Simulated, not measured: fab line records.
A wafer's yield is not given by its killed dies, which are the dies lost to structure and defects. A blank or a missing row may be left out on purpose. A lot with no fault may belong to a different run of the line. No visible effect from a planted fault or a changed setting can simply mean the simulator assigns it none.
Struck lot and sound lot, side by side + flow n5_finfet + 16 out of 1938 route steps
Sound: wafers L176.1, L176.2, L176.6. Struck: wafer L188.2; the same lot's L188.6 was not struck, so it is left out; see the end for the cause.
Order at every step that has rows: each side's tool, ch and its chambers, its first start. Under that, the readings that differ: sound wafers + struck wafers + difference of the means + sigmas: that difference in standard deviations of wafers without a fault.
alike: same words and numbers on both sides, and readings whose means sit less than 2 such deviations apart. not compared: any withheld reading, any reading some wafer has no value for, any bound like >300 that may hide the same value, and any number with overlapping values for which the record gives no deviation.
A row with sigmas, a row that says differs or no value, or rows on one side alone: a step with any of these is where the two part. When numbers do not overlap yet have no deviation, they are printed without sigmas and do not part them. A reading missing from all wafers of one side parts the sides only when that side holds two or more wafers.

first, 7 steps without rows for these wafers: N5_MOL_CONTACT_COAG_COAT_58 (time 60 s, resist thk 10 nm); N5_MOL_CONTACT_COAG_COAT_02 (resist thk 30 nm); N5_MOL_CONTACT_COAG_EBR_04; N5_MOL_CONTACT_COAG_SOFTBAKE_03 (time 60 s); N5_MOL_CONTACT_COAG_EXPOSE_05 (exposes mask CA, defocus 0 nm); N5_MOL_CONTACT_COAG_PEB_06 (peb time 60 s); N5_MOL_CONTACT_COAG_DEVELOP_07 (develop time 30 s).
N5_MOL_CONTACT_COAG_CD_MEAS_08: target cd 28 nm.
  sound on cd_sem-02 ch 0, day 5 05:19; struck on cd_sem-02 ch 0, day 8 04:37
| reading    | sound             | struck | difference | sigmas |
|------------|-------------------|--------|------------|--------|
| cd_nm (nm) | 27.86 28.24 28.21 | 27.58  | -0.52      | -2     |
N5_MOL_CONTACT_COAG_OVL_MEAS_09:
  sound on overlay-01 ch 0, day 5 05:20; struck on overlay-02 ch 0, day 8 04:39
  alike: CA_OVL
N5_MOL_CONTACT_COAG_INSPECT_10: inspects for defects (brightfield).
  sound on defect_inspect-01 at day 5 05:24; struck on defect_inspect-02 at day 8 04:42
  alike: raw_defect_count
N5_MOL_CONTACT_COAG_DESCUM_13: chemistry O2, time 7 s.
  sound on rie_diel-05 ch 0,3, day 5 05:26; struck on rie_diel-05 ch 0, day 8 04:44
  alike: drypump_motor_current_A, oes_product_au, rf_vpp_V, showerhead_plenum_p_Torr, throttle_valve_pct
  not compared: rf_hours_counter_h
N5_MOL_CONTACT_COAG_ETCH_59: etches underlayer in N2/H2, target depth 13 nm, time 10.4 s.
  sound on rie_diel-05 ch 0,3, day 5 05:28; struck on rie_diel-05 ch 0, day 8 04:46
  alike: drypump_motor_current_A, etch_rf_on_time_s, oes_product_au, rf_vpp_V, showerhead_plenum_p_Torr, throttle_valve_pct
  not compared: rf_hours_counter_h
N5_MOL_CONTACT_COAG_ETCH_105: etches SiARC in CF4, target depth 15.6 nm, time 26 s.
  sound on rie_diel-05 ch 0,3, day 5 05:29; struck on rie_diel-05 ch 0, day 8 04:47
| reading               | sound          | struck | difference | sigmas |
|-----------------------|----------------|--------|------------|--------|
| etch_rf_on_time_s (s) | 26.8 26.3 26.6 | 37.3   | +10.7      | +21    |
  alike: drypump_motor_current_A, oes_product_au, rf_vpp_V, showerhead_plenum_p_Torr, throttle_valve_pct
  not compared: rf_hours_counter_h
N5_MOL_CONTACT_COAG_ETCH_106: etches SOC in N2/H2, target depth 80 nm, overetch 16 nm, time 120 s.
  sound on rie_diel-05 ch 0,3, day 5 05:31; struck on rie_diel-05 ch 0, day 8 04:49
  alike: drypump_motor_current_A, oes_product_au, rf_vpp_V, showerhead_plenum_p_Torr, throttle_valve_pct
  not compared: rf_hours_counter_h
-- here the record skips 3 days between the struck wafers' starts before and after, leaving off in module MOL_CONTACT_COAG and picking up in module BEOL_M4 (first step shown: number 1111 of the route) --
N5_BEOL_M4_RC_MEAS_101:
  sound on prober-01 ch 0, day 8 15:06; struck on prober-02 ch 0, day 11 16:33
  alike: DIBL_N, DIBL_P, IOFF_N, IOFF_P, ION_N, ION_P, SS_N, SS_P, VT_N, VT_P
-- record jumps: 4 days separate the struck wafers' starts on either side; left off in module BEOL_M4, taken up again in module PASSIVATION, whose first shown step is the route's number 1936 --
N5_PASSIVATION_PROBE_49:
  sound on prober-02 at day 13 01:34; struck on prober-02 at day 15 20:45
  alike: defect_limited_yield, killed_at_M0_to_M3, killed_at_M4_up, killed_at_contacts, killed_at_front_end, killed_at_other, killed_dies, killed_on_rim, killed_open, killed_short, sort_bin_4_leakage, sort_bin_5_function, sort_bin_6_memory, sort_n_pass, sort_yield_pct

## WHERE THEY PART
First at N5_MOL_CONTACT_COAG_CD_MEAS_08; last, within this record, at N5_MOL_CONTACT_COAG_ETCH_105. Later steps at which nothing parts them and some readings are alike: N5_MOL_CONTACT_COAG_ETCH_106, N5_BEOL_M4_RC_MEAS_101, N5_PASSIVATION_PROBE_49.

WHY: whatever the simulator had introduced
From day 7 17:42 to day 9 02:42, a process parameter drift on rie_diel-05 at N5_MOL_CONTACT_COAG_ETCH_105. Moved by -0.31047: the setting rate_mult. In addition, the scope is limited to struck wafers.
